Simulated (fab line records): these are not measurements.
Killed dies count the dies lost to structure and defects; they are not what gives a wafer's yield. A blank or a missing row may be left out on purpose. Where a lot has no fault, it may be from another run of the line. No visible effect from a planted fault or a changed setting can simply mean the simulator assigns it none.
fab line records	flow nand-harc
[record] lots = 7	wafers = 21	last-day = 32
route steps=1302 shown THIN_TSV@1254 END@1302
lots with no fault: from the same line, run without faults
start-h: hours from the record's opening day to when the first of the lot's shown wafers began	wait-h: how many hours have passed since the lot's step before this one	" same as the row above	L1.1+2: several wafers, shown together as one row	- either no value or no given start	* or withheld: withheld	< > ~ a bound
route shown NAME@n: NAME is a module with steps in the file, n the number in the route of the first one	usual: the fault-free wafers' mean and standard deviation	same: alike in all rows	chamber/n: place in a boat	sites: readings site by site	_std_site: standard deviation of those values	_edge_site: inner sites' mean taken away from outer sites' mean	radius-mm: for every site, how far away it sits from the centre of the wafer	mask NAME#n: copy n	behind: the most recent tool/chamber to have shaped the wafer	hold: what put the lot on hold/how long, in hours/how the hold closed	device: the transistor (n, p or np) that didn't switch	end of line: at the end of the route, the tests of the same wafers	step lacking rows: just its recipe	killed: at the first sort, the dies lost to defects and structure; wafer yield is something else	map: shows each die of a wafer: x if killed, . if not, _ if none is there
set.NAME: the setting as run; set.NAME@STEP: as run at that earlier step	model.NAME: the simulator's own value behind a step, which no gauge read
lots seen at some steps along the route; tables by step, rows by wafer
services: from which hour (start-h, from the record's first day; less than 0 if before it) a tool's chamber was out of use, for how many hours, and why
[[steps]]
[step NHARC_THIN_TSV_SOFTBAKE_07]
[recipe] temp-c = 122	time-s = 95
[step NHARC_THIN_TSV_EBR_08]
[step NHARC_THIN_TSV_EXPOSE_09]
[recipe] na = 0.55	dose-mj = 30.7	mask-id = TSV
[step NHARC_THIN_TSV_PEB_10]
[recipe] peb-temp-c = 118	peb-time-s = 85
[step NHARC_THIN_TSV_DEVELOP_11]
[recipe] time-s = 70
[step NHARC_THIN_TSV_CD_MEAS_12]
[recipe] target-cd-nm = 1000	landing-energy-ev = 500
[usual] cd-nm = 999.4/2.6
lot.wafer	tool	chamber	start-h	wait-h	cd-nm
L982.1	cd-sem-01	0	574.64	-	1002.2
L982.5	"	0	"	"	999.3
L982.6	"	0	"	"	1003.7
L989.1	cd-sem-01	0	658.66	-	1003.1
L989.3	"	0	"	"	1001.9
L989.6	"	0	"	"	1001.5
L987.1	cd-sem-02	0	665.58	-	1001.2
L987.5	"	0	"	"	1003.7
L987.6	"	0	"	"	1003.3
L990.2	cd-sem-03	0	666.90	-	1002.6
L990.3	"	0	"	"	998.7
L990.4	"	0	"	"	1001.3
L993.1	cd-sem-03	0	699.26	-	999.8
L993.4	"	0	"	"	997.0
L993.5	"	0	"	"	1000.5
L997.1	cd-sem-03	0	747.96	-	998.0
L997.4	"	0	"	"	996.6
L997.5	"	0	"	"	996.3
L996.1	cd-sem-01	0	749.16	-	996.6
L996.2	"	0	"	"	1000.4
L996.3	"	0	"	"	998.5
[step NHARC_THIN_TSV_HARDBAKE_13]
[recipe] temp-c = 125	time-s = 80
[step NHARC_THIN_TSV_DESCUM_14]
[recipe] time-s = 3	o2-flow-sccm = 200	ar-flow-sccm = 0	bias-power-w = 0	chemistry = O2
[usual] drypump-motor-current-A = 5.7/0.49	oes-product-au = 0.997/0.011	rf-vpp-V = 57.8/0.95	showerhead-plenum-p-Torr = 1.91/0.088	throttle-valve-pct = 11.311/0.0086
[same] bias-power-w = 0
lot.wafer	tool	chamber	start-h	wait-h	drypump-motor-current-A	oes-product-au	rf-hours-counter-h	rf-vpp-V	showerhead-plenum-p-Torr	throttle-valve-pct
L982.1	rie-diel-06	2	574.81	-	6.7	0.977	4	57.2	1.86	11.303
L982.6	"	1	"	"	5.5	0.980	-	58.7	2.02	11.303
L982.5	"	2	"	"	6.7	0.968	-	58.2	1.86	11.307
L989.1	rie-diel-05	2	658.82	-	5.3	1.009	3	56.5	1.80	11.315
L989.3	"	0	"	"	5.0	1.017	4	56.7	1.80	11.319
L989.6	"	2	"	"	5.3	1.002	-	58.0	1.80	11.292
L987.1	rie-diel-07	0	665.75	-	5.5	1.007	1	58.1	1.88	11.309
L987.6	"	2	"	"	5.9	0.986	-	57.9	2.03	11.305
L987.5	"	3	"	"	6.3	1.008	-	56.9	1.93	11.325
L990.4	rie-diel-05	2	667.06	-	5.2	1.009	3	59.0	1.80	11.319
L990.3	"	3	"	"	6.1	1.008	4	58.6	2.00	11.306
L990.2	"	0	"	"	5.0	1.005	5	55.6	1.80	11.298
L993.4	rie-diel-05	3	699.42	-	6.1	0.997	6	58.3	2.00	11.312
L993.1	"	2	"	"	5.3	1.005	7	56.9	1.80	11.299
L993.5	"	3	"	"	6.0	1.007	-	58.4	2.00	11.317
L997.1	rie-diel-06	0	748.13	-	5.7	1.000	3	57.2	1.91	11.304
L997.4	"	1	"	"	5.5	0.995	3	56.8	2.01	11.300
L997.5	"	0	"	"	5.7	0.998	-	58.8	1.91	11.306
L996.3	rie-diel-05	1	749.32	-	5.9	1.012	11	57.1	1.82	11.310
L996.2	"	2	"	"	5.3	0.993	11	57.2	1.80	11.309
L996.1	"	0	"	"	5.0	0.995	11	57.1	1.79	11.310
[step NHARC_THIN_TSV_ETCH_44]
[recipe] target-depth-a = 15942	time-s = 797.1	cf4-flow-sccm = 150	o2-flow-sccm = 10	ar-flow-sccm = 0	rf-w = 300	bias-w = 800	chemistry = CF4/O2
[usual] cf4-flow-sccm = 150.0/0.5	drypump-motor-current-A = 5.7/0.47	oes-product-au = 0.999/0.01	rf-vpp-V = 794/4.9	showerhead-plenum-p-Torr = 1.83/0.078	throttle-valve-pct = 16.914/0.0093
lot.wafer	tool	chamber	start-h	wait-h	cf4-flow-sccm	drypump-motor-current-A	oes-product-au	rf-hours-counter-h	rf-vpp-V	showerhead-plenum-p-Torr	throttle-valve-pct
L982.1	rie-diel-06	2	575.00	0.2	150.2	6.6	0.976	4	790	1.78	16.936
L982.6	"	0	"	"	149.8	5.7	1.005	-	795	1.83	16.916
L982.5	"	1	"	"	150.0	5.4	0.996	-	799	1.92	16.914
L989.3	rie-diel-05	1	658.96	0.1	150.4	5.9	1.006	3	789	1.75	16.909
L989.1	"	2	"	"	149.8	5.3	0.997	3	790	1.73	16.924
L989.6	"	0	"	"	149.7	5.0	1.007	-	789	1.73	16.908
L987.1	rie-diel-07	1	665.93	0.2	150.2	4.7	0.994	1	799	1.92	16.924
L987.6	"	3	"	"	149.9	6.3	1.000	-	796	1.85	16.903
L987.5	"	0	"	"	149.0	5.5	1.004	-	792	1.80	16.900
L990.4	rie-diel-05	2	667.14	0.1	149.9	5.3	1.006	3	788	1.73	16.922
L990.3	"	0	"	"	150.3	5.0	1.012	5	788	1.73	16.919
L990.2	"	1	"	"	150.0	5.9	1.020	4	790	1.75	16.915
L993.1	rie-diel-05	0	699.50	0.1	149.4	5.0	1.012	8	789	1.73	16.915
L993.4	"	1	"	"	149.2	5.9	1.004	7	789	1.75	16.913
L993.5	"	0	"	"	149.7	5.0	1.011	-	786	1.73	16.900
L997.4	rie-diel-06	2	748.32	0.2	150.3	6.7	0.983	3	791	1.78	16.899
L997.1	"	3	"	"	150.0	5.8	0.982	4	798	1.90	16.910
L997.5	"	1	"	"	149.4	5.4	0.984	-	800	1.92	16.897
L996.1	rie-diel-05	2	749.41	0.1	149.9	5.3	0.994	11	788	1.73	16.930
L996.2	"	0	"	"	149.6	5.0	1.000	11	786	1.73	16.912
L996.3	"	1	"	"	150.7	5.9	1.011	11	789	1.75	16.923
[step NHARC_THIN_TSV_ETCH_15]
[recipe] target-depth-a = 30000	bosch-target-overetch-cycles = 2	bosch-etch-step-s = 2.8	bosch-dep-step-s = 1.2	bosch-cycles = 14
[usual] drypump-motor-current-A = 6.0/0.49
lot.wafer	tool	chamber	start-h	wait-h	drypump-motor-current-A	rf-hours-counter-h
L982.1	rie-si-06	0	575.47	-	6.3	1.0
L982.5	"	3	"	"	6.5	-
L982.6	"	0	"	"	6.3	-
L989.3	rie-si-02	1	659.52	-	5.8	0.1
L989.1	"	2	"	"	5.4	0.1
L989.6	"	3	"	"	5.5	-
L987.1	rie-si-02	1	666.39	-	5.8	0.1
L987.6	"	1	"	"	5.8	-
L987.5	"	2	"	"	5.4	-
L990.2	rie-si-02	2	667.72	-	5.3	0.1
L990.4	"	3	"	"	5.6	0.2
L990.3	"	0	"	"	5.4	0.2
L993.4	rie-si-06	0	700.09	-	6.3	0.7
L993.1	"	1	"	"	5.5	0.5
L993.5	"	2	"	"	6.5	-
L997.1	rie-si-04	3	748.80	-	5.3	0.2
L997.5	"	2	"	"	6.5	-
L997.4	"	3	"	"	5.3	-
L996.3	rie-si-04	0	749.97	-	6.4	0.3
L996.1	"	2	"	"	6.6	0.2
L996.2	"	3	"	"	5.3	0.3
[step NHARC_THIN_TSV_CD_MEAS_16]
[usual] cd-nm = 999.3/2.8
lot.wafer	tool	chamber	start-h	wait-h	cd-nm
L982.1	cd-sem-01	-	575.60	0.1	1003.2
L982.5	"	-	"	"	999.4
L982.6	"	-	"	"	1003.0
L989.1	cd-sem-03	-	659.64	0.1	1003.3
L989.3	"	-	"	"	1002.7
L989.6	"	-	"	"	1001.3
L987.1	cd-sem-01	-	666.53	0.1	1001.0
L987.5	"	-	"	"	1003.2
L987.6	"	-	"	"	1002.6
L990.2	cd-sem-01	-	667.85	0.1	1003.7
L990.3	"	-	"	"	998.6
L990.4	"	-	"	"	1002.1
L993.1	cd-sem-02	-	700.21	0.1	999.9
L993.4	"	-	"	"	996.2
L993.5	"	-	"	"	1000.5
L997.1	cd-sem-01	-	748.95	0.1	997.2
L997.4	"	-	"	"	996.1
L997.5	"	-	"	"	995.3
L996.1	cd-sem-02	-	750.14	0.1	996.8
L996.2	"	-	"	"	1000.4
L996.3	"	-	"	"	998.0
[step NHARC_THIN_TSV_STRIP_45]
[recipe] power-w = 1500	temp-c = 250	chemistry = O2
[usual] drypump-motor-current-A = 5.3/0.33	heater-power-w = 327/56
lot.wafer	tool	chamber	start-h	wait-h	drypump-motor-current-A	heater-power-w	rf-hours-counter-h
L982.1	plasma-asher-02	1	575.67	0.1	4.8	274	27
L982.6	"	1	"	"	4.8	273	-
L982.5	"	0	"	"	5.4	328	-
L989.1	plasma-asher-02	1	659.71	0.1	4.8	255	9
L989.3	"	1	"	"	4.8	256	-
L989.6	"	1	"	"	4.8	258	-
L987.1	plasma-asher-02	0	666.65	0.1	5.4	317	10
L987.6	"	1	"	"	4.8	257	-
L987.5	"	0	"	"	5.4	305	-
L990.2	plasma-asher-01	1	668.11	0.3	5.7	317	32
L990.4	"	1	"	"	5.7	306	-
L990.3	"	0	"	"	5.3	404	-
L993.1	plasma-asher-02	0	700.38	0.2	5.4	308	20
L993.4	"	0	"	"	5.5	313	-
L993.5	"	1	"	"	4.8	258	-
L997.1	plasma-asher-01	0	749.03	0.1	5.2	398	8
L997.4	"	1	"	"	5.7	303	-
L997.5	"	1	"	"	5.7	305	-
L996.1	plasma-asher-01	0	750.22	0.1	5.2	411	8
L996.2	"	1	"	"	5.7	310	8
L996.3	"	1	"	"	5.7	299	-
[step NHARC_THIN_TSV_STRIP_46]
[recipe] time-s = 1200	temp-c = 72.5	chemistry = post-etch-residue-remover
[usual] bath-guard-temp-C = 72.6/0.6	bath-heat-duty-pct = 14.4/1.6
lot.wafer	tool	chamber	start-h	wait-h	bath-guard-temp-C	bath-heat-duty-pct
L982.5	wet-bench-08	7	576.02	0.1	72.8	14.9
L982.6	"	1	"	"	71.9	14.1
L982.1	"	4	"	"	72.3	11.9
L989.1	wet-bench-10	0	660.06	0.3	-	-
L989.3	"	2	"	"	-	-
L989.6	"	5	"	"	-	-
L987.1	wet-bench-08	6	666.95	0.3	-	-
L987.6	"	2	"	"	-	-
L987.5	"	3	"	"	-	-
L990.2	wet-bench-08	3	668.47	0.3	-	-
L990.4	"	4	"	"	-	-
L990.3	"	6	"	"	-	-
L993.5	wet-bench-08	2	700.73	0.1	73.1	15.7
L993.1	"	6	"	"	72.2	16.2
L993.4	"	7	"	"	72.7	14.2
L997.4	wet-bench-08	3	749.37	0.2	72.7	14.7
L997.5	"	4	"	"	72.2	13.4
L997.1	"	6	"	"	72.4	13.9
L996.1	wet-bench-10	2	750.56	0.3	72.2	14.5
L996.2	"	3	"	"	71.2	14.8
L996.3	"	7	"	"	72.3	14.8
[step NHARC_THIN_TSV_DEP_47]
[recipe] target-thk-a = 2000	temp-c = withheld	pressure-torr = 6.5	rf-w = 900	teos-flow-sccm = 161.4	flow-sccm = 2650	target-thk-nm = 200	gas = O2	material = SiO2
[usual] chamber-pressure-Torr = 6.497/0.015	throttle-valve-pct = 16.1/0.41
lot.wafer	tool	chamber	start-h	wait-h	chamber-pressure-Torr	throttle-valve-pct
L982.1	pecvd-01	1	576.47	-	6.508	16.3
L982.5	"	1	"	"	6.504	16.2
L982.6	"	0	"	"	6.500	15.8
L989.3	pecvd-02	1	660.51	0.4	6.509	16.5
L989.1	"	2	"	"	6.471	15.4
L989.6	"	1	"	"	6.516	16.6
L987.1	pecvd-01	2	667.49	0.5	6.502	16.5
L987.5	"	1	"	"	6.481	16.1
L987.6	"	2	"	"	6.482	16.6
L990.2	pecvd-04	1	668.91	0.4	6.478	14.9
L990.3	"	0	"	"	6.518	16.2
L990.4	"	1	"	"	6.481	15.2
L993.1	pecvd-01	1	701.18	-	6.501	15.8
L993.5	"	2	"	"	6.505	15.8
L993.4	"	0	"	"	6.491	15.7
L997.1	pecvd-02	0	749.87	-	6.485	16.4
L997.5	"	0	"	"	6.484	16.4
L997.4	"	1	"	"	6.520	16.7
L996.3	pecvd-04	0	751.02	-	6.505	16.3
L996.1	"	1	"	"	6.496	15.5
L996.2	"	2	"	"	6.536	16.2
[step NHARC_END_SORT_01]
[recipe] temp-c = 25
[usual] defect-limited-yield = 91/3	killed-at-array = 55/20	killed-at-other = 1.2/1.3	killed-at-periphery = 4.0/3	killed-dies = 60/21	killed-open = 3.2/1.9	killed-short = 2.5/1.6
[same] gross-dies = 677
lot.wafer	tool	chamber	start-h	wait-h	defect-limited-yield[%]	killed-at-array	killed-at-other	killed-at-periphery	killed-dies	killed-open	killed-short
L982.1	prober-01	0	591.38	2.5	87	88	0	2	90	2	3
L982.5	prober-01	0	594.56	3.7	83	113	0	3	116	3	3
L982.6	prober-01	0	595.36	4.0	84	105	0	4	109	2	5
L989.1	prober-02	0	673.68	2.5	88	70	1	7	78	5	6
L989.3	prober-02	0	675.28	3.1	90	63	1	6	70	0	1
L989.6	prober-02	0	677.67	4.0	89	69	2	5	76	6	2
L990.2	prober-01	0	685.51	2.8	90	67	0	2	69	5	4
L990.3	prober-01	0	686.31	3.1	91	56	0	2	58	3	3
L990.4	prober-01	0	687.10	3.4	92	42	0	9	51	1	1
L987.1	prober-01	0	692.49	2.5	91	55	2	2	59	2	2
L987.5	prober-01	0	695.64	3.6	93	44	1	0	45	2	1
L987.6	prober-01	0	696.42	3.9	91	60	0	1	61	0	2
L993.1	prober-02	0	714.68	2.5	92	45	2	4	51	3	2
L993.4	prober-02	0	717.13	3.5	91	55	3	5	63	6	3
L993.5	prober-02	0	717.95	3.8	93	45	1	1	47	3	3
L997.1	prober-01	0	762.97	2.5	87	81	0	9	90	4	1
L997.4	prober-01	0	765.35	3.4	93	44	0	5	49	1	3
L997.5	prober-01	0	766.15	3.7	92	44	3	6	53	4	1
L996.1	prober-02	0	765.04	2.5	88	64	4	10	78	3	2
L996.2	prober-02	0	765.84	2.8	91	51	2	6	59	0	5
L996.3	prober-02	0	766.64	3.1	92	46	3	8	57	3	1
// killed by level:class
L982.1 A_CHANNEL_HOLE_D2:chamber-film-flake=27 A_SLIT:chamber-film-flake=25 A_CHANNEL_HOLE_D1:chamber-film-flake=21 A_CONTACT:chamber-film-flake=8 A_CHANNEL_HOLE_D1:geometric-particle:short=1 A_CHANNEL_FILL_D1:geometric-particle:open=1 A_DECK1_JOINT:geometric-particle:short=1 A_ONON_D2:geometric-particle:open=1
L982.5 A_CHANNEL_HOLE_D1:chamber-film-flake=36 A_CHANNEL_HOLE_D2:chamber-film-flake=36 A_SLIT:chamber-film-flake=26 A_CONTACT:chamber-film-flake=7 A_CHANNEL_FILL_D2:chamber-film-flake=2 P_CONTACT:geometric-particle:open=1 A_SOURCE_PLATE:geometric-particle:open=1 A_CHANNEL_FILL_D1:geometric-particle:short=1
L982.6 A_CHANNEL_HOLE_D2:chamber-film-flake=34 A_SLIT:chamber-film-flake=31 A_CHANNEL_HOLE_D1:chamber-film-flake=24 A_CONTACT:chamber-film-flake=9 A_CHANNEL_FILL_D2:geometric-particle:open=2 P_STI:geometric-particle:short=1 P_CONTACT:geometric-particle:short=1 P_M0:geometric-particle:short=1
L989.1 A_CHANNEL_HOLE_D1:chamber-film-flake=30 A_CHANNEL_HOLE_D2:chamber-film-flake=16 A_CHANNEL_FILL_D2:chamber-film-flake=7 P_STI:chamber-film-flake=4 A_STAIRCASE:chamber-film-flake=3 A_DECK1_JOINT:geometric-particle:open=2 A_CHANNEL_FILL_D2:geometric-particle:short=2 P_CONTACT:chamber-film-flake=2
L989.3 A_CHANNEL_HOLE_D1:chamber-film-flake=34 A_CHANNEL_HOLE_D2:chamber-film-flake=16 P_STI:chamber-film-flake=6 A_CONTACT:chamber-film-flake=6 A_CHANNEL_FILL_D2:chamber-film-flake=2 A_STAIRCASE:chamber-film-flake=2 A_DECK1_JOINT:geometric-particle:short=1 A_SLIT:chamber-film-flake=1
L989.6 A_CHANNEL_HOLE_D1:chamber-film-flake=35 A_CHANNEL_HOLE_D2:chamber-film-flake=15 A_CHANNEL_FILL_D2:chamber-film-flake=4 A_CONTACT:chamber-film-flake=4 A_STAIRCASE:chamber-film-flake=3 P_CONTACT:geometric-particle:open=2 A_ONON_D1:geometric-particle:short=2 A_ONON_D1:geometric-particle:open=2
L990.2 A_CHANNEL_HOLE_D2:chamber-film-flake=22 A_SLIT:chamber-film-flake=19 A_CONTACT:chamber-film-flake=8 A_CHANNEL_HOLE_D1:chamber-film-flake=5 A_STAIRCASE:chamber-film-flake=3 A_CHANNEL_HOLE_D1:geometric-particle:short=1 A_CHANNEL_FILL_D1:geometric-particle:open=1 A_CHANNEL_HOLE_D2:geometric-particle:short=1
L990.3 A_SLIT:chamber-film-flake=26 A_CHANNEL_HOLE_D2:chamber-film-flake=11 A_CHANNEL_HOLE_D1:chamber-film-flake=4 A_CONTACT:chamber-film-flake=4 A_STAIRCASE:chamber-film-flake=3 P_M1:geometric-particle:open=1 A_ONON_D2:geometric-particle:short=1 A_CHANNEL_FILL_D2:geometric-particle:short=1
L990.4 A_SLIT:chamber-film-flake=15 A_CHANNEL_HOLE_D2:chamber-film-flake=8 A_CONTACT:chamber-film-flake=7 A_CHANNEL_HOLE_D1:chamber-film-flake=5 P_BONDPAD:chamber-film-flake=4 P_ZERO_WELL:chamber-film-flake=2 P_GATE:chamber-film-flake=2 A_STAIRCASE:chamber-film-flake=2
L987.1 A_SLIT:chamber-film-flake=28 A_CHANNEL_HOLE_D2:chamber-film-flake=8 A_STAIRCASE:chamber-film-flake=3 A_WL_FILL:chamber-film-flake=3 A_CONTACT:chamber-film-flake=3 A_CHANNEL_HOLE_D1:chamber-film-flake=2 A_CHANNEL_FILL_D1:chamber-film-flake=2 A_BONDPAD:chamber-film-flake=2
L987.5 A_SLIT:chamber-film-flake=21 A_CHANNEL_HOLE_D2:chamber-film-flake=6 A_BONDPAD:chamber-film-flake=4 A_CHANNEL_HOLE_D1:chamber-film-flake=3 A_CHANNEL_FILL_D1:chamber-film-flake=2 A_STAIRCASE:chamber-film-flake=2 A_CONTACT:chamber-film-flake=2 A_ONON_D1:geometric-particle:open=1
L987.6 A_SLIT:chamber-film-flake=34 A_CHANNEL_HOLE_D2:chamber-film-flake=13 A_CHANNEL_HOLE_D1:chamber-film-flake=2 A_STAIRCASE:chamber-film-flake=2 A_WL_FILL:chamber-film-flake=2 A_CONTACT:chamber-film-flake=2 A_ONON_D2:geometric-particle:short=1 A_CHANNEL_HOLE_D2:geometric-particle:short=1
L993.1 A_CHANNEL_HOLE_D1:chamber-film-flake=30 P_ZERO_WELL:chamber-film-flake=3 A_CONTACT:chamber-film-flake=3 A_STAIRCASE:chamber-film-flake=2 A_SGD_CUT:chamber-film-flake=2 A_SLIT:chamber-film-flake=2 THIN_TSV:chamber-film-flake=2 P_GATE:geometric-particle:short=1
L993.4 A_CHANNEL_HOLE_D1:chamber-film-flake=34 A_SLIT:chamber-film-flake=7 A_STAIRCASE:chamber-film-flake=3 THIN_TSV:chamber-film-flake=3 A_CHANNEL_FILL_D1:geometric-particle:short=2 P_ZERO_WELL:chamber-film-flake=2 A_CONTACT:chamber-film-flake=2 P_CONTACT:geometric-particle:open=1
L993.5 A_CHANNEL_HOLE_D1:chamber-film-flake=34 A_SLIT:chamber-film-flake=3 A_CHANNEL_HOLE_D1:geometric-particle:short=2 A_STAIRCASE:chamber-film-flake=2 P_M0:geometric-particle:open=1 A_DECK1_JOINT:geometric-particle:open=1 A_SGD_CUT:geometric-particle:short=1 A_CONTACT:geometric-particle:open=1
L997.1 A_SLIT:chamber-film-flake=33 A_CHANNEL_HOLE_D2:chamber-film-flake=25 A_CHANNEL_HOLE_D1:chamber-film-flake=11 P_GATE:chamber-film-flake=4 A_CONTACT:chamber-film-flake=4 P_STI:chamber-film-flake=2 P_GATE:geometric-particle:open=1 A_SOURCE_PLATE:geometric-particle:short=1
L996.1 A_SLIT:chamber-film-flake=35 A_CHANNEL_HOLE_D1:chamber-film-flake=11 P_ZERO_WELL:chamber-film-flake=6 A_CONTACT:chamber-film-flake=6 A_STAIRCASE:chamber-film-flake=4 A_WL_FILL:chamber-film-flake=3 P_M2:chamber-film-flake=2 A_CHANNEL_HOLE_D2:chamber-film-flake=2
L997.4 A_SLIT:chamber-film-flake=13 A_CHANNEL_HOLE_D2:chamber-film-flake=9 A_CHANNEL_HOLE_D1:chamber-film-flake=7 A_CONTACT:chamber-film-flake=6 P_GATE:chamber-film-flake=3 A_STAIRCASE:chamber-film-flake=3 A_DECK1_JOINT:geometric-particle:short=1 A_ONON_D2:geometric-particle:short=1
L996.2 A_SLIT:chamber-film-flake=23 A_CHANNEL_HOLE_D1:chamber-film-flake=11 A_STAIRCASE:chamber-film-flake=5 P_M2:chamber-film-flake=4 A_CONTACT:chamber-film-flake=3 A_DECK1_JOINT:chamber-film-flake=2 HYBRID_BOND:chamber-film-flake=2 A_ONON_D1:geometric-particle:short=1
L997.5 A_CHANNEL_HOLE_D2:chamber-film-flake=17 A_SLIT:chamber-film-flake=10 A_CHANNEL_HOLE_D1:chamber-film-flake=5 A_CONTACT:chamber-film-flake=5 P_GATE:chamber-film-flake=4 A_STAIRCASE:chamber-film-flake=4 THIN_TSV:chamber-film-flake=2 P_M0:geometric-particle:open=1
L996.3 A_SLIT:chamber-film-flake=26 A_CHANNEL_HOLE_D1:chamber-film-flake=9 A_CONTACT:chamber-film-flake=4 P_M2:chamber-film-flake=3 A_DECK1_JOINT:chamber-film-flake=3 HYBRID_BOND:chamber-film-flake=2 P_STI:geometric-particle:open=1 P_GATE:geometric-particle:open=1
[[services]]
tool	chamber	start-h	hours	kind
rie-si-02	1	553.73	4.7	repair
rie-si-04	-	562.15	0.2	repair
rie-diel-06	1	571.26	2.4	repair
pecvd-01	-	571.56	0.4	repair
rie-diel-05	0	571.64	6.3	repair
rie-diel-07	-	575.47	1.3	repair
rie-diel-05	-	583.60	9.0	pm
pecvd-02	-	589.14	13.0	pm
rie-diel-05	-	602.54	0.4	repair
rie-si-06	-	603.00	9.0	pm
plasma-asher-02	-	603.12	9.0	pm
rie-si-04	1	606.66	24.3	repair
rie-diel-06	3	615.60	3.8	repair
pecvd-02	-	621.77	1.4	repair
pecvd-02	2	627.61	2.0	repair
rie-si-02	-	631.00	9.0	pm
rie-diel-06	2	636.67	9.8	repair
rie-diel-05	1	638.40	4.0	repair
wet-bench-08	-	646.42	8.0	pm
rie-diel-06	-	661.20	9.0	pm
pecvd-01	-	673.00	13.0	pm
rie-diel-06	0	673.47	3.9	repair
rie-diel-05	3	681.41	13.1	repair
plasma-asher-01	-	696.83	9.0	pm
[[key]]
[first-sign] step = NHARC_THIN_TSV_STRIP_46	reading = tool-record	direction = missing
effect none on later readings
met-at NHARC_THIN_TSV_STRIP_46
struck-wafers L987.1,L987.5,L987.6,L989.1,L989.3,L989.6,L990.2,L990.3,L990.4
onset-between 576.02 660.06
[fault] kind = skipped-step-whole	tool = wet-bench-08,wet-bench-10	chamber = -	onset-h = 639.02	steps = NHARC_THIN_TSV_STRIP_46	scope = struck-lots-only
